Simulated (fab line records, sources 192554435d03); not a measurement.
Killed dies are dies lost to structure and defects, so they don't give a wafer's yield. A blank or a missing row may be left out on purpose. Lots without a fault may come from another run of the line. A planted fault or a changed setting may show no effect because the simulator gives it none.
Chamber matching | flow n5_finfet | N5_MOL_CONTACT_COAG_ALD_123 on ald_sin-04: 4 sister chambers
The step deposits SiNx, target thk 5 nm, pulse time 1 s, purge time 2 s. 8 wafers are shown with their chamber, then 8 later ones without.

WAFERS WITH THEIR CHAMBER
wafer  | chamber | heater_power_w (W) | chamber_pressure_Torr (Torr)
L078.3 | 0       | 873                | 1.992
L082.6 | 3       | 798                | 2.002
L083.2 | 3       | 811                | 2.004
L083.3 | 1       | 869                | 1.998
L087.1 | 1       | 831                | 1.998
L087.4 | 2       | 990                | 2.000
L087.5 | 0       | 871                | 1.997
L090.1 | 2       | 921                | 1.993

WAFERS WITHOUT THEIR CHAMBER
wafer  | heater_power_w (W) | chamber_pressure_Torr (Torr)
L090.3 | 761                | 2.001
L090.6 | 777                | 2.002
L094.3 | 869                | 2.004
L094.5 | 871                | 1.998
L094.6 | 771                | 2.000
L097.1 | 758                | 1.997
L097.3 | 867                | 2.003
L097.4 | 948                | 1.991

WHICH CHAMBER EACH WENT THROUGH
wafer  | from the rows above               | in truth
L090.3 | can't be placed: 3 or 1           | 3
L090.6 | can't be placed: 3 or 1           | 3
L094.3 | can't be placed: 1 or 3 or 0 or 2 | 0
L094.5 | can't be placed: 1 or 0           | 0
L094.6 | can't be placed: 3 or 1           | 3
L097.1 | can't be placed: 3 or 1 or 0      | 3
L097.3 | can't be placed: 1 or 3 or 0      | 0
L097.4 | can't be placed: 2 or 0           | 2
Placed correctly: 0 of 8. Can't be placed from these rows: 8 (the true chamber is among the candidates in 8). Placed wrongly: 0.
How it was worked out, from the rows above alone: a wafer's distance from a chamber is the root of the sum, over the readings, of the square of ((its reading less the chamber's mean) divided by the reading's scatter). The wafer belongs to the nearest chamber; if the next one is less than 2 further off, it can't be placed. A chamber's mean is the mean of its shown wafers. The scatter: the root of (the sum of the squares of (reading less its chamber's mean) over the shown wafers, divided by (wafers less chambers)).
